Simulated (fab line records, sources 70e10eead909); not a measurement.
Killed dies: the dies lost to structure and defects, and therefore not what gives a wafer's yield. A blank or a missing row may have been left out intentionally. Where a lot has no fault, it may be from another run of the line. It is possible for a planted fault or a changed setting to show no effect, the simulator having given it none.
Matching of chambers ; flow nand_harc ; NHARC_P_ZERO_WELL_ETCH_65 on rie_diel-01: 4 sister chambers
The step etches the open film in N2/H2, target depth 80 nm, overetch 24 nm, time 87.88 s. 4 wafers are shown with their chamber, then 7 later ones without.

WAFERS WITH THEIR CHAMBER
wafer;chamber;showerhead_plenum_p_Torr (Torr)
L119.6;3;1.99
L122.6;0;2.05
L123.1;2;2.12
L123.2;1;1.98

WAFERS WITHOUT THEIR CHAMBER
wafer;showerhead_plenum_p_Torr (Torr)
L123.5;2.05
L125.1;1.98
L125.2;2.05
L125.3;2.12
L134.2;1.97
L134.5;1.97
L134.6;2.04

EACH ONE'S CHAMBER
wafer;from the rows above;in truth
L123.5;0;0
L125.1;can't be placed: 1 or 3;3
L125.2;0;0
L125.3;2;2
L134.2;can't be placed: 1 or 3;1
L134.5;can't be placed: 1 or 3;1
L134.6;0;0
Correct placement for 4 of the 7. Unplaceable from these rows: 3, with the true chamber sitting among the candidates in 3. Placed wrongly: 0.
How it was worked out, from the rows above alone: a wafer's distance from a chamber is the root of the sum, over the readings, of the square of ((its reading less the chamber's mean) divided by the reading's scatter). If the next closest chamber is less than 2 further off than the closest, the wafer can't be placed; otherwise it belongs to the closest. Each chamber's mean is taken over the wafers shown for it. The scatter: with one shown wafer a chamber, the root of the mean of the squares of how far each hidden wafer lies from its nearest shown one.
